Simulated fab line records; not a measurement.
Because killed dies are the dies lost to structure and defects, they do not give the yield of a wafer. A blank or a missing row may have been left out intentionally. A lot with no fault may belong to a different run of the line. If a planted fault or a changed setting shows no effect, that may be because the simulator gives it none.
A lot that was struck, set against a sound lot -- flow nand_harc -- 22 out of 1159 route steps
Sound: wafers L244.1, L244.3, L244.6. Struck: wafers L258.1, L258.3, L258.5. Last of all comes the cause.
At each step with rows: each side's tool, then ch and its chambers, then its first start. Under that, the readings that differ: sound wafers -- struck wafers -- difference of the means -- sigmas: that difference in standard deviations of wafers without a fault.
alike: a reading whose means differ by less than 2 such deviations, as well as words and numbers matching on both sides. not compared: withheld readings; readings where some wafer has no value; bounds like >300 that might hide an equal value; numbers whose values overlap and for which the record gives no deviation.
A row with sigmas, a row that says differs or no value, or rows on one side alone: a step with any of these is where the two part. Numbers that have no deviation but don't overlap get no sigmas and don't part them. A reading missing from all wafers of one side parts the sides only when that side holds two or more wafers.

NHARC_P_CONTACT_CVD_23: deposits W, target thk 200 nm, time 557 s.
  sound: cvd_w-02 ch 0,1; struck: cvd_w-01 ch 0,1
  alike: heater_power_outer_w, heater_power_w, throttle_valve_pct
NHARC_P_CONTACT_CMP_24: polishes, t overpolish 30 s, target thk 200 nm.
  sound on cmp-01 ch 1,2, day 5 23:43; struck on cmp-03 ch 0,1,3, day 9 13:56
  alike: motor_current_A, overpolish_run_s, time_to_endpoint_s
following that, these wafers have no rows for 1 step: NHARC_P_CONTACT_SRD_26.
NHARC_P_CONTACT_INSPECT_27:
  sound on defect_inspect-02 at day 6 00:07; struck on defect_inspect-01 at day 9 14:19
  alike: raw_defect_count
then, 7 steps without rows for these wafers: NHARC_P_M0_DEP_00 (deposits SiOC, target thk 150 nm); NHARC_P_M0_DEHYDRATE_01 (time 120 s); NHARC_P_M0_HMDS_02 (time 30 s); NHARC_P_M0_COAT_33 (time 65 s); NHARC_P_M0_COAT_03 (resist thk 90 nm); NHARC_P_M0_SOFTBAKE_04 (time 55 s); NHARC_P_M0_EBR_05.
NHARC_P_M0_EXPOSE_06: exposes mask P M0, target cd 90 nm.
  sound on arfi_scanner-02 ch 0, day 6 00:46; struck on arfi_scanner-02 ch 0, day 9 15:05
reading,sound,struck,difference,sigmas
exposure_dose_mJ_cm2,81.29 81.24 81.25,42.69 42.68 42.61,-38.60,-99 or more
  alike: mask
then, 2 steps without rows for these wafers: NHARC_P_M0_PEB_07 (peb time 65 s); NHARC_P_M0_DEVELOP_08 (develop time 35 s).
NHARC_P_M0_CD_MEAS_09: target cd 90 nm.
  sound on cd_sem-01 ch 0, day 6 00:54; struck on cd_sem-03 ch 0, day 9 15:13
reading,sound,struck,difference,sigmas
cd_nm (nm),90.0 89.1 89.7,50.8 50.7 50.9,-38.8,-71
NHARC_P_M0_OVL_MEAS_10: pitch 180 nm.
  sound on overlay-01 at day 6 01:00; struck on overlay-01 at day 9 15:19
reading,sound,struck,difference,sigmas
overlay_y_nm (nm),-1.9 -2.1 -1.7,1.0 1.7 1.3,+3.2,+3
  alike: overlay_x_nm
NHARC_P_M0_INSPECT_11:
  sound on defect_inspect-02 at day 6 01:02; struck on defect_inspect-01 at day 9 15:20
  alike: raw_defect_count
NHARC_P_M0_DESCUM_14: chemistry O2, time 3 s.
  sound on rie_diel-12 ch 1,2, day 6 01:06; struck on rie_diel-09 ch 0,2,3, day 9 15:25
reading,sound,struck,difference,sigmas
model.P_M0.cd_nm (nm),90.33 89.22 90.41,50.56 51.04 50.38,-39.33,
  alike: drypump_motor_current_A, oes_product_au, rf_vpp_V, showerhead_plenum_p_Torr, throttle_valve_pct
  not compared: rf_hours_counter_h
NHARC_P_M0_ETCH_34: etches the open film in N2/H2, target depth 40 nm, overetch 12 nm, time 43.94 s.
  sound on rie_diel-12 ch 0,2, day 6 01:11; struck on rie_diel-09 ch 1,2,3, day 9 15:29
  alike: drypump_motor_current_A, oes_product_au, rf_vpp_V, showerhead_plenum_p_Torr, throttle_valve_pct
  not compared: rf_hours_counter_h
NHARC_P_M0_ETCH_15: etches the open film in C4F8/Ar, target depth 150 nm, overetch 15 nm, time 82.5 s.
  sound: rie_diel-12 ch 0,3; struck: rie_diel-09 ch 0,3
reading,sound,struck,difference,sigmas
oes_product_au (a.u.),0.980 0.958 0.988,0.921 0.949 0.918,-0.046,-2
model.P_M0.cd_nm (nm),90.18 88.79 90.53,50.57 50.12 50.34,-39.49,
  alike: rf_vpp_V
  not compared: rf_hours_counter_h
NHARC_P_M0_CD_MEAS_16:
  sound on cd_sem-01 at day 6 01:23; struck on cd_sem-03 at day 9 15:42
reading,sound,struck,difference,sigmas
cd_nm (nm),90.3 88.8 90.6,50.8 50.3 50.3,-39.4,-50
NHARC_P_M0_STRIP_18: strips in N2/H2.
  sound on rie_diel-01 ch 0,3, day 6 01:30; struck on rie_diel-09 ch 1,2,3, day 9 15:47
  alike: drypump_motor_current_A, oes_product_au, power_w, rf_vpp_V, showerhead_plenum_p_Torr, throttle_valve_pct
  not compared: rf_hours_counter_h

## WHERE THEY PART
At NHARC_P_M0_EXPOSE_06 first; at NHARC_P_M0_CD_MEAS_16 last (within this record only). Later steps at which nothing parts them and some readings are alike: NHARC_P_M0_STRIP_18.

WHY: the cause the simulator had injected
Process parameters drifting: arfi_scanner-02 at NHARC_P_M0_EXPOSE_06, beginning at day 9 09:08. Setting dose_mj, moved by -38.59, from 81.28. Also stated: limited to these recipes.
